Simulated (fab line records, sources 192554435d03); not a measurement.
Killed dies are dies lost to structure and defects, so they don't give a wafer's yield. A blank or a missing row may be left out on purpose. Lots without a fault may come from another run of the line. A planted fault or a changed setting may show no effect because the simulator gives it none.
fab line records | flow n5_finfet
record lots=7 wafers=21
route steps=1938 shown BEOL_M11@1552 BEOL_M12@1639 BEOL_M13@1696 BEOL_M14@1737
start_h: hours from the record's first day to the start of the lot's first wafer shown | wait_h: hours since the lot's step before | " the same as in the row above | L1.1+2: a row that stands for several wafers | - no value, or no start given | * or withheld: withheld | < > ~ a bound
route shown NAME@n: a module of which the file shows steps, and the number in the route of the first | usual: mean/standard deviation of fault-free wafers | same: alike in all rows | chamber/n: place in a boat | sites: the reading at each site | _std_site: their standard deviation | _edge_site: outer sites' mean less inner sites' | radius_mm: how far each site lies from the wafer's centre | mask NAME#n: copy n | behind: the tool/chamber that last shaped the wafer | hold: why the lot was held/for how many hours/how that ended | device: the transistor (n, p or np) that didn't switch | end of line: the same wafers' tests at the end of the route | a step without rows: its recipe alone | killed: dies lost to structure and defects at the first sort, not the wafer's yield | map: a wafer's dies, x killed, . not, _ none there
set.NAME: the setting as run; set.NAME@STEP: as run at that earlier step | model.NAME: the simulator's own value behind a step, which no gauge read
lots whose settings were changed on purpose; a table a step, a row a wafer
## steps
# step N5_BEOL_M11_DESCUM_16
# recipe chemistry=O2 time_s=7.9 source_power_w=50 bias_power_w=20 pressure_mtorr=20 rf_frequency_hz=2.712e+07 temp_c=40 resist=CAR-ArF o2_flow_sccm=225
# columns lot.wafer tool chamber start_h wait_h set.time_s model.CAR-ArF_of_BEOL_M11_COAT_05.thk_nm
L074.1 rie_diel-01 3 237.28 0.0 7.9 83.2
L074.2 " 1 " " 7.9 83.6
L074.3 " 0 " " 7.9 83.4
L076.1+2+4 rie_diel-06 2,1,0 245.45 0.0 9.082 83.2
L078.2 rie_diel-04 0 263.27 0.1 6.555 84
L078.3 " 1 " " 6.555 83.8
L078.6 " 0 " " 6.555 84.2
L082.1 rie_diel-01 0 290.72 0.1 8.822 82.8
L082.3 " 1 " " 7.9 83.2
L082.4 " 3 " " 8.822 83
L084.2 rie_diel-01 3 303.01 0.2 7.9 83.6
L084.3+5 " 2,1 " " 6.215 84.6
L087.3 rie_diel-06 3 321.24 0.3 6.505 84
L087.4 " 1 " " 7.9 83.4
L087.5 " 2 " " 7.9 83.2
L095.2 rie_diel-04 3 366.45 0.0 7.9 83.4
L095.4 " 2 " " 6.848 84
L095.5 " 2 " " 7.9 83.8
# step N5_BEOL_M11_ETCH_61
# recipe chemistry=CF4 target=SiARC target_depth_a=390 mask_material=CAR-ArF time_s=65 ion_energy_ev=80 pressure_mtorr=40 source_w=545 bias_w=36 Ar_flow_sccm=100 cf4_flow_sccm=100 ends=cleared
# columns lot.wafer tool chamber start_h wait_h set.time_s@BEOL_M11_DESCUM_16 model.CAR-ArF_of_BEOL_M11_COAT_05.thk_nm
L074.1 rie_diel-01 3 237.31 0.0 7.9 55.2
L074.2 " 1 " " 7.9 55.6
L074.3 " 0 " " 7.9 55.4
L076.1+2+4 rie_diel-06 2,1,0 245.48 0.0 9.082 55.4
L078.2+3 rie_diel-04 0,1 263.32 0.0 6.555 55.8
L078.6 " 0 " " 6.555 56
L082.1 rie_diel-01 0 290.76 0.0 8.822 54.6
L082.3 " 1 " " 7.9 55.2
L082.4 " 3 " " 8.822 55.2
L084.2 rie_diel-01 3 303.04 0.0 7.9 55.4
L084.3+5 " 2,1 " " 6.215 56.6
L087.3 rie_diel-06 3 321.27 0.0 6.505 56.2
L087.4 " 1 " " 7.9 55.4
L087.5 " 2 " " 7.9 55.2
L095.2 rie_diel-04 3 366.49 0.0 7.9 55.6
L095.4 " 2 " " 6.848 56.2
L095.5 " 2 " " 7.9 56
# step N5_BEOL_M11_ETCH_62
# recipe chemistry=N2/H2 target=SOC target_depth_a=1100 overetch_a=220 mask_material=SiARC temp_c=40 time_s=165 ion_energy_ev=200 pressure_mtorr=30 source_w=840 bias_w=150 n2_flow_sccm=200 h2_flow_sccm=200
# columns lot.wafer tool chamber start_h wait_h set.spin_rpm@BEOL_M11_COAT_59 model.etch.depth_nm
L074.1 rie_diel-01 3 237.36 0.0 1500 99.44
L074.2 " 1 " " 1500 99.74
L074.3 " 0 " " 1500 99.83
L076.1 rie_diel-06 2 245.53 0.0 1500 99.73
L076.2 " 1 " " 1500 99.41
L076.4 " 0 " " 1409 103
L078.2 rie_diel-04 0 263.40 0.1 1500 99.43
L078.3 " 1 " " 1500 99.76
L078.6 " 0 " " 1360 104.7
L082.1 rie_diel-01 0 290.81 0.0 1447 102.6
L082.3 " 1 " " 1500 100.4
L082.4 " 3 " " 1500 100.6
L084.2 rie_diel-01 3 303.09 0.0 1500 99.95
L084.3 " 2 " " 1642 95.84
L084.5 " 1 " " 1500 100.1
L087.3 rie_diel-06 3 321.32 0.0 1573 97.52
L087.4 " 1 " " 1573 97.75
L087.5 " 2 " " 1500 100.1
L095.2 rie_diel-04 3 366.54 0.0 1500 100
L095.4 " 2 " " 1500 99.93
L095.5 " 2 " " 1500 99.9
# step N5_BEOL_M11_STRIP_68
# recipe chemistry=N2/H2 temp_c=40 n2_flow_sccm=200 h2_flow_sccm=200 rf_frequency_hz=6e+07
# step N5_BEOL_M11_STRIP_67
# recipe chemistry=CF4 resist=SiARC power_w=300 bias_power_w=75 pressure_mtorr=50 cf4_flow_sccm=150 rf_frequency_hz=6e+07
# step N5_BEOL_M11_HM_OPEN_17
# recipe chemistry=Cl2/BCl3 target_depth_a=200 overetch_a=60 target=TiN mask_material=SOC ion_energy_ev=150 pressure_mtorr=10 icp_w=1000 bias_w=126 Cl2_flow_sccm=53.25 bcl3_flow_sccm=21.75 Ar_flow_sccm=25
# columns lot.wafer tool chamber start_h wait_h set.spin_rpm@BEOL_M11_COAT_59 model.SOC_of_BEOL_M11_COAT_59.thk_nm
L074.1 rie_metal-03 0 237.55 0.0 1500 91.6
L074.2 " 1 " " 1500 91.8
L074.3 " 1 " " 1500 92
L076.1 rie_metal-01 1 245.73 0.0 1500 91.4
L076.2 " 0 " " 1500 91.8
L076.4 " 0 " " 1409 95.4
L078.2 rie_metal-01 0 263.85 0.2 1500 91.8
L078.3 " 0 " " 1500 92
L078.6 " 1 " " 1360 96.4
L082.1 rie_metal-03 0 290.99 0.0 1447 94.8
L082.3 " 1 " " 1500 92.4
L082.4 " 0 " " 1500 92.8
L084.2 rie_metal-01 1 303.31 0.1 1500 91.6
L084.3 " 1 " " 1642 87.6
L084.5 " 1 " " 1500 91.8
L087.3 rie_metal-03 1 321.54 0.1 1573 89.6
L087.4 " 0 " " 1573 90
L087.5 " 1 " " 1500 92.2
L095.2+4+5 rie_metal-02 1 366.73 0.0 1500 92
# step N5_BEOL_M12_TRENCH_ETCH_34
# recipe chemistry=C4F8/O2/Ar target=SiOC target_depth_a=3189.5 mask_material=SOC pressure_mtorr=30 source_w=3000 bias_w=700 Ar_flow_sccm=400 C4F8_flow_sccm=15 O2_flow_sccm=8 he_inner_torr=15 he_outer_torr=30 time_s=125.5 ion_energy_ev=250
# columns lot.wafer tool chamber start_h wait_h set.time_s model.etch.depth_nm
L074.1 rie_diel-03 0 246.03 0.0 125.5 327
L074.2 " 3 " " 125.5 321.9
L074.3 " 1 " " 125.5 319
L076.1 rie_diel-03 2 252.84 0.0 147.6 379.8
L076.2 " 3 " " 125.5 322.5
L076.4 " 1 " " 125.5 315.6
L078.2 rie_diel-03 3 271.98 0.0 125.5 326
L078.3 " 2 " " 125.5 324
L078.6 " 1 " " 146.8 373.5
L082.1 rie_diel-02 1 298.35 0.0 152.6 380.1
L082.3 " 0 " " 152.6 385.3
L082.4 " 2 " " 152.6 391.9
L084.2 rie_diel-02 0 311.19 0.0 125.5 320.2
L084.3 " 1 " " 125.5 314.8
L084.5 " 0 " " 125.5 317
L087.3 rie_diel-05 1 333.10 0.0 125.5 325.3
L087.4 " 0 " " 125.5 322.4
L087.5 " 3 " " 125.5 324.1
L095.2 rie_diel-02 0 373.86 0.0 144.8 365
L095.4 " 2 " " 144.8 371.4
L095.5 " 0 " " 125.5 316.3
# step N5_BEOL_M12_STRIP_70
# recipe chemistry=C4F8/O2/Ar resist=SiARC rf_frequency_hz=6e+07
# step N5_BEOL_M12_OCD_MEAS_35
# usual trench_depth_nm=321/3.9
# columns lot.wafer tool chamber start_h wait_h set.time_s@BEOL_M12_TRENCH_ETCH_34 trench_depth_nm
L074.1 ocd-01 - 246.19 0.0 125.5 327
L074.2 " - " " 125.5 322
L074.3 " - " " 125.5 319
L076.1 ocd-01 - 253.00 0.0 147.6 380
L076.2 " - " " 125.5 322
L076.4 " - " " 125.5 316
L078.2 ocd-01 - 272.13 0.0 125.5 326
L078.3 " - " " 125.5 323
L078.6 " - " " 146.8 374
L082.1 ocd-01 - 298.50 0.0 152.6 380
L082.3 " - " " 152.6 385
L082.4 " - " " 152.6 392
L084.2 ocd-01 - 311.34 0.0 125.5 320
L084.3 " - " " 125.5 314
L084.5 " - " " 125.5 317
L087.3 ocd-01 - 333.25 0.0 125.5 325
L087.4 " - " " 125.5 322
L087.5 " - " " 125.5 324
L095.2 ocd-02 - 374.02 0.0 144.8 365
L095.4 " - " " 144.8 371
L095.5 " - " " 125.5 316
# step N5_BEOL_M12_SPUTTER_45
# recipe material=Cu target_thk_a=800 temp_c=-20 bias_v=60 power_w=26000 chamber_pressure_pa=0.13 time_s=13.33
# columns lot.wafer tool chamber start_h wait_h set.time_s
L074.1+2+3 pvd_sputter-03 - 249.40 0.0 13.33
L076.1+4 pvd_sputter-02 - 259.92 0.0 14.72
L076.2 " - " " 13.33
L078.2+3+6 pvd_sputter-03 - 275.49 0.0 13.33
L082.1 pvd_sputter-01 - 303.44 0.0 11.5
L082.3+4 " - " " 13.33
L084.2 pvd_sputter-01 - 313.50 0.0 13.33
L084.3+5 " - " " 11.43
L087.3+4 pvd_sputter-01 - 335.64 0.0 13.33
L087.5 " - " " 11.73
L095.2+5 pvd_sputter-03 - 376.27 0.0 11.41
L095.4 " - " " 13.33
# step N5_BEOL_M12_ECD_47
# recipe material=Cu target_thk_a=7200
# step N5_BEOL_M12_ANNEAL_48
# recipe temp_c=225 time_s=90 ambient=N2
# step N5_BEOL_M12_PRE_CLEAN_52
# recipe gas=NH3 time_s=15 temp_c=withheld rf_power_w=300
# step N5_BEOL_M12_DEP_53
# recipe material=SiCN target_thk_a=300 temp_c=withheld precursor=3MS/NH3 pressure_torr=3 rf_w=675 time_s=10.5
# step N5_BEOL_M12_RS_MEAS_54
# recipe thk_meas_gauge=four-point-probe reads=Cu_of_BEOL_M12_ECD_47+Ta_of_BEOL_M12_SPUTTER_44+TaN_of_BEOL_M12_SPUTTER_43
# usual M12_RS=0.0595/0.00078
# columns lot.wafer tool chamber start_h wait_h set.time_s@BEOL_M12_TRENCH_ETCH_34 M12_RS[ohm/sq]
L074.1 film_metro-01 - 251.08 0.0 125.5 0.0584
L074.2 " - " " 125.5 0.0595
L074.3 " - " " 125.5 0.0596
L076.1 film_metro-01 - 260.93 0.0 147.6 0.0501
L076.2 " - " " 125.5 0.0594
L076.4 " - " " 125.5 0.0606
L078.2 film_metro-02 - 276.58 0.0 125.5 0.0583
L078.3 " - " " 125.5 0.0586
L078.6 " - " " 146.8 0.0507
L082.1 film_metro-02 - 304.42 0.0 152.6 0.0500
L082.3 " - " " 152.6 0.0495
L082.4 " - " " 152.6 0.0484
L084.2 film_metro-01 - 315.27 0.0 125.5 0.0595
L084.3 " - " " 125.5 0.0607
L084.5 " - " " 125.5 0.0607
L087.3 film_metro-01 - 336.65 0.0 125.5 0.0586
L087.4 " - " " 125.5 0.0594
L087.5 " - " " 125.5 0.0590
L095.2 film_metro-02 - 377.62 0.0 144.8 0.0523
L095.4 " - " " 144.8 0.0511
L095.5 " - " " 125.5 0.0603
# step N5_BEOL_M13_TRENCH_ETCH_34
# recipe chemistry=C4F8/O2/Ar target=SiOC target_depth_a=4134.7 mask_material=SOC pressure_mtorr=30 source_w=3000 bias_w=700 Ar_flow_sccm=400 C4F8_flow_sccm=15 O2_flow_sccm=8 he_inner_torr=15 he_outer_torr=30 time_s=162.6 ion_energy_ev=250
# columns lot.wafer tool chamber start_h wait_h set.time_s model.etch.depth_nm
L074.1 rie_diel-01 1 253.03 0.0 162.6 411.1
L074.2 " 3 " " 162.6 399
L074.3 " 0 " " 162.6 403
L076.1 rie_diel-06 1 264.52 0.0 134.7 348.9
L076.2 " 0 " " 134.7 343.8
L076.4 " 3 " " 162.6 417.2
L078.2 rie_diel-04 0 278.53 0.0 177.1 441.4
L078.3 " 2 " " 162.6 410.6
L078.6 " 0 " " 177.1 442.8
L082.1 rie_diel-01 1 306.65 0.0 162.6 413.8
L082.3 " 0 " " 144.7 360.8
L082.4 " 3 " " 144.7 375.1
L084.2 rie_diel-04 1 317.38 0.0 181.1 468
L084.3 " 3 " " 181.1 459.7
L084.5 " 0 " " 162.6 403.7
L087.3 rie_diel-01 0 338.85 0.0 162.6 403.8
L087.4 " 1 " " 162.6 418
L087.5 " 1 " " 162.6 420.1
L095.2 rie_diel-04 1 379.79 0.0 162.6 426.9
L095.4 " 3 " " 162.6 417.2
L095.5 " 1 " " 197.7 522
# step N5_BEOL_M13_STRIP_70
# recipe chemistry=C4F8/O2/Ar resist=SiARC rf_frequency_hz=6e+07
# step N5_BEOL_M13_OCD_MEAS_35
# usual trench_depth_nm=412/6.9
# columns lot.wafer tool chamber start_h wait_h set.time_s@BEOL_M13_TRENCH_ETCH_34 trench_depth_nm
L074.1 ocd-02 - 253.20 0.0 162.6 411
L074.2 " - " " 162.6 400
L074.3 " - " " 162.6 403
L076.1 ocd-01 - 264.69 0.0 134.7 349
L076.2 " - " " 134.7 344
L076.4 " - " " 162.6 417
L078.2 ocd-01 - 278.71 0.0 177.1 441
L078.3 " - " " 162.6 411
L078.6 " - " " 177.1 443
L082.1 ocd-01 - 306.82 0.0 162.6 414
L082.3 " - " " 144.7 360
L082.4 " - " " 144.7 376
L084.2 ocd-01 - 317.56 0.0 181.1 468
L084.3 " - " " 181.1 459
L084.5 " - " " 162.6 403
L087.3 ocd-01 - 339.03 0.0 162.6 404
L087.4 " - " " 162.6 418
L087.5 " - " " 162.6 420
L095.2 ocd-01 - 379.96 0.0 162.6 427
L095.4 " - " " 162.6 417
L095.5 " - " " 197.7 522
# step N5_BEOL_M13_SPUTTER_43
# recipe material=TaN target_thk_a=150 temp_c=50 bias_v=168.6 power_w=15000 chamber_pressure_pa=0.12 time_s=24.19
# columns lot.wafer tool chamber start_h wait_h set.power_w model.TaN_of_BEOL_M13_SPUTTER_43.thk_nm
L074.1+2+3 pvd_sputter-01 - 254.07 0.0 15000 14.6
L076.1 pvd_sputter-02 - 267.08 0.0 14320 14.4
L076.2+4 " - " " 15000 15.2
L078.2+6 pvd_sputter-02 - 279.72 0.0 15000 15.2
L078.3 " - " " 13040 13.2
L082.1 pvd_sputter-03 - 307.59 0.0 15000 14.8
L082.3 " - " " 12790 12.8
L082.4 " - " " 15000 15.2
L084.2 pvd_sputter-03 - 319.91 0.0 14080 14.2
L084.3+5 " - " " 15000 15.2
L087.3 pvd_sputter-02 - 339.44 0.0 15000 15
L087.4+5 " - " " 15000 15.2
L095.2 pvd_sputter-02 - 384.26 0.0 12540 12.8
L095.4+5 " - " " 15000 15.2
# step N5_BEOL_M13_SPUTTER_44
# recipe material=Ta target_thk_a=100 temp_c=50 bias_v=80 power_w=15000 chamber_pressure_pa=0.07 time_s=16.13
# step N5_BEOL_M13_SPUTTER_45
# recipe material=Cu target_thk_a=800 temp_c=-20 bias_v=60 power_w=26000 chamber_pressure_pa=0.13 time_s=13.33
# step N5_BEOL_M13_ECD_47
# recipe material=Cu target_thk_a=9360
# step N5_BEOL_M13_ANNEAL_48
# recipe temp_c=225 time_s=90 ambient=N2
# step N5_BEOL_M13_CMP_49
# recipe stop_on=SiOC t_overpolish_s=17.1 down_force_psi=1 platen_rpm=50 clearing_platen_down_force_psi=1.5 clearing_platen_rpm=50 post_cmp_clean=cu_alkaline target_thk_nm=420 clearing_platen_pad_velocity_m_s=0.99484 pad_velocity_m_s=0.99484
# columns lot.wafer tool chamber start_h wait_h set.time_s@BEOL_M13_TRENCH_ETCH_34 model.Cu_of_BEOL_M13_ECD_47.thk_nm
L074.1 cmp-03 2 254.81 0.3 162.6 417.8
L074.3 " 3 " " 162.6 410.6
L074.2 " 1 " " 162.6 407.2
L076.2 cmp-01 0 267.82 0.2 134.7 349.8
L076.4 " 2 " " 162.6 423.4
L076.1 " 3 " " 134.7 356.4
L078.3 cmp-02 3 280.92 0.2 162.6 417.8
L078.2 " 2 " " 177.1 448.6
L078.6 " 3 " " 177.1 448.4
L082.1 cmp-01 1 309.08 0.3 162.6 421.6
L082.4 " 2 " " 144.7 382
L082.3 " 3 " " 144.7 369.8
L084.2 cmp-03 0 320.68 0.2 181.1 477.4
L084.3 " 1 " " 181.1 467
L084.5 " 0 " " 162.6 411.4
L087.4 cmp-01 0 342.01 0.2 162.6 423.2
L087.3 " 1 " " 162.6 409
L087.5 " 2 " " 162.6 424.4
L095.2 cmp-03 0 385.00 0.2 162.6 436.6
L095.4 " 2 " " 162.6 424.4
L095.5 " 1 " " 197.7 529.4
# step N5_BEOL_M13_THK_MEAS_50
# recipe thk_meas_gauge=xrf reads=Cu_of_BEOL_M13_ECD_47
# usual M13_THK=413/7.1
# columns lot.wafer tool chamber start_h wait_h set.time_s@BEOL_M13_TRENCH_ETCH_34 M13_THK[nm]
L074.1 film_metro-02 - 255.10 - 162.6 407
L074.2 " - " " 162.6 399
L074.3 " - " " 162.6 402
L076.1 film_metro-02 - 268.11 - 134.7 350
L076.2 " - " " 134.7 342
L076.4 " - " " 162.6 414
L078.2 film_metro-02 - 281.22 - 177.1 441
L078.3 " - " " 162.6 408
L078.6 " - " " 177.1 439
L082.1 film_metro-02 - 309.34 - 162.6 414
L082.3 " - " " 144.7 362
L082.4 " - " " 144.7 374
L084.2 film_metro-01 - 320.94 - 181.1 469
L084.3 " - " " 181.1 457
L084.5 " - " " 162.6 405
L087.3 film_metro-02 - 342.23 - 162.6 400
L087.4 " - " " 162.6 413
L087.5 " - " " 162.6 413
L095.2 film_metro-01 - 385.29 - 162.6 427
L095.4 " - " " 162.6 414
L095.5 " - " " 197.7 515
# step N5_BEOL_M13_PRE_CLEAN_52
# recipe gas=NH3 time_s=15 temp_c=withheld rf_power_w=300
# step N5_BEOL_M13_DEP_53
# recipe material=SiCN target_thk_a=500 temp_c=withheld precursor=3MS/NH3 pressure_torr=3 rf_w=675 time_s=17.8
# step N5_BEOL_M13_RS_MEAS_54
# recipe thk_meas_gauge=four-point-probe reads=Cu_of_BEOL_M13_ECD_47+Ta_of_BEOL_M13_SPUTTER_44+TaN_of_BEOL_M13_SPUTTER_43
# usual M13_RS=0.0451/0.00076
# columns lot.wafer tool chamber start_h wait_h set.time_s@BEOL_M13_TRENCH_ETCH_34 M13_RS[ohm/sq]
L074.1 film_metro-02 - 255.23 0.0 162.6 0.0451
L074.2 " - " " 162.6 0.0464
L074.3 " - " " 162.6 0.0460
L076.1 film_metro-01 - 268.24 0.0 134.7 0.0532
L076.2 " - " " 134.7 0.0542
L076.4 " - " " 162.6 0.0445
L078.2 film_metro-01 - 281.35 0.1 177.1 0.0418
L078.3 " - " " 162.6 0.0450
L078.6 " - " " 177.1 0.0419
L082.1 film_metro-02 - 309.46 0.0 162.6 0.0448
L082.3 " - " " 144.7 0.0513
L082.4 " - " " 144.7 0.0496
L084.2 film_metro-01 - 321.07 0.1 181.1 0.0394
L084.3 " - " " 181.1 0.0402
L084.5 " - " " 162.6 0.0459
L087.3 film_metro-02 - 342.36 0.1 162.6 0.0462
L087.4 " - " " 162.6 0.0445
L087.5 " - " " 162.6 0.0445
L095.2 film_metro-01 - 385.42 0.1 162.6 0.0432
L095.4 " - " " 162.6 0.0443
L095.5 " - " " 197.7 0.0353
# step N5_BEOL_M14_COAT_65
# recipe resist=SOC temp_c=250 time_s=60 spin_rpm=1500 resist_thk_nm=450
# columns lot.wafer tool chamber start_h wait_h set.spin_rpm model.SOC_of_BEOL_M14_COAT_65.thk_nm
L074.1 litho_track-03 0 256.55 0.0 1500 447.6
L074.2 " 0 " " 1500 448.2
L074.3 " 0 " " 1500 448
L076.1 litho_track-03 0 269.37 0.0 1500 449
L076.2 " 0 " " 1500 450.2
L076.4 " 0 " " 1500 448.6
L078.2 litho_track-03 0 282.48 0.0 1500 448.6
L078.3 " 0 " " 1500 451.2
L078.6 " 0 " " 1404 465.6
L082.1 litho_track-01 0 310.77 0.0 1561 442
L082.3 " 0 " " 1561 442.4
L082.4 " 0 " " 1500 449.8
L084.2 litho_track-01 0 322.48 0.0 1500 446.8
L084.3 " 0 " " 1500 447.6
L084.5 " 0 " " 1500 448.4
L087.3 litho_track-03 0 343.49 0.0 1333 473.8
L087.4 " 0 " " 1500 448
L087.5 " 0 " " 1333 475.8
L095.2 litho_track-01 0 386.54 0.0 1549 442.6
L095.4 " 0 " " 1500 451
L095.5 " 0 " " 1549 443
## key
split step=N5_BEOL_M11_DESCUM_16 setting=time_s stated=7.9 by=wafer
response step=N5_BEOL_M11_DESCUM_16 reading=model.CAR-ArF_of_BEOL_M11_COAT_05.thk_nm change=-0.0394 per=1% r=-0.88
response step=N5_BEOL_M11_ETCH_61 reading=model.CAR-ArF_of_BEOL_M11_COAT_05.thk_nm change=-0.0466 per=1% r=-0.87
split step=N5_BEOL_M12_TRENCH_ETCH_34 setting=time_s stated=125.5 by=wafer
response step=N5_BEOL_M12_TRENCH_ETCH_34 reading=model.etch.depth_nm change=+3.22 per=1% r=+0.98
response step=N5_BEOL_M12_OCD_MEAS_35 reading=trench_depth_nm change=+3.25 per=1% r=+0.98
response step=N5_BEOL_M12_RS_MEAS_54 reading=M12_RS change=-0.000526 per=1% r=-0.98
split step=N5_BEOL_M12_SPUTTER_45 setting=time_s stated=13.33 by=wafer
response none clear
split step=N5_BEOL_M13_TRENCH_ETCH_34 setting=time_s stated=162.6 by=wafer
response step=N5_BEOL_M13_TRENCH_ETCH_34 reading=model.etch.depth_nm change=+4.44 per=1% r=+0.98
response step=N5_BEOL_M13_OCD_MEAS_35 reading=trench_depth_nm change=+4.45 per=1% r=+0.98
response step=N5_BEOL_M13_CMP_49 reading=model.Cu_of_BEOL_M13_ECD_47.thk_nm change=+4.41 per=1% r=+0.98
response step=N5_BEOL_M13_THK_MEAS_50 reading=M13_THK change=+4.27 per=1% r=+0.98
response step=N5_BEOL_M13_RS_MEAS_54 reading=M13_RS change=-0.000457 per=1% r=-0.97
split step=N5_BEOL_M13_SPUTTER_43 setting=power_w stated=15000 by=wafer
response step=N5_BEOL_M13_SPUTTER_43 reading=model.TaN_of_BEOL_M13_SPUTTER_43.thk_nm change=+0.151 per=1% r=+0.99
split step=N5_BEOL_M14_COAT_65 setting=spin_rpm stated=1500 by=wafer
response step=N5_BEOL_M14_COAT_65 reading=model.SOC_of_BEOL_M14_COAT_65.thk_nm change=-2.38 per=1% r=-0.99
split outside_this_file step=N5_BEOL_M11_COAT_59 setting=spin_rpm
# split outside_this_file: this setting was split too, and the file shows its column; the key of that split is in another file
